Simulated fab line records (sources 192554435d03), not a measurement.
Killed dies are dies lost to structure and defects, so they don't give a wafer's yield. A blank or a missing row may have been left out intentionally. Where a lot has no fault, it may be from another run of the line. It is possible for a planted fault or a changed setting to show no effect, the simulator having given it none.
Matching of chambers / flow n5Finfet / N5_BEOL_M3_CO_CAP_55 on cvdCo-02: 3 sister chambers
The step material Co, precursor CCTBA/H2, target thk 2 nm, time 102.1 s. 3 wafers are shown with their chamber, then 7 later ones without.

## EACH WAFER AND ITS CHAMBER
wafer=L189.1; chamber=0; heaterPowerW (W)=244
wafer=L192.1; chamber=1; heaterPowerW (W)=247
wafer=L192.5; chamber=2; heaterPowerW (W)=214

## WAFERS WITH NO CHAMBER GIVEN
wafer=L192.6; heaterPowerW (W)=246
wafer=L178.2; heaterPowerW (W)=251
wafer=L178.3; heaterPowerW (W)=210
wafer=L178.5; heaterPowerW (W)=243
wafer=L198.1; heaterPowerW (W)=249
wafer=L198.3; heaterPowerW (W)=213
wafer=L198.4; heaterPowerW (W)=248

## EACH ONE'S CHAMBER
wafer=L192.6; from the rows above=can't be placed: 1 or 0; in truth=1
wafer=L178.2; from the rows above=can't be placed: 1 or 0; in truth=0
wafer=L178.3; from the rows above=2; in truth=2
wafer=L178.5; from the rows above=can't be placed: 0 or 1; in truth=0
wafer=L198.1; from the rows above=can't be placed: 1 or 0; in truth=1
wafer=L198.3; from the rows above=2; in truth=2
wafer=L198.4; from the rows above=can't be placed: 1 or 0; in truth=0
Placed correctly: 2 of 7. Can't be placed from these rows: 5 (the true chamber is among the candidates in 5). Wrongly placed: 0.
How it was worked out, from the rows above alone: a wafer's distance from a chamber is the root of the sum, over the readings, of the square of ((its reading less the chamber's mean) divided by the reading's scatter). The wafer belongs to the nearest chamber; if the next one is less than 2 further off, it can't be placed. A chamber's mean is the mean of its shown wafers. The scatter (one wafer shown for each chamber): square how far every hidden wafer sits from the nearest shown wafer, average those squares and take the square root.
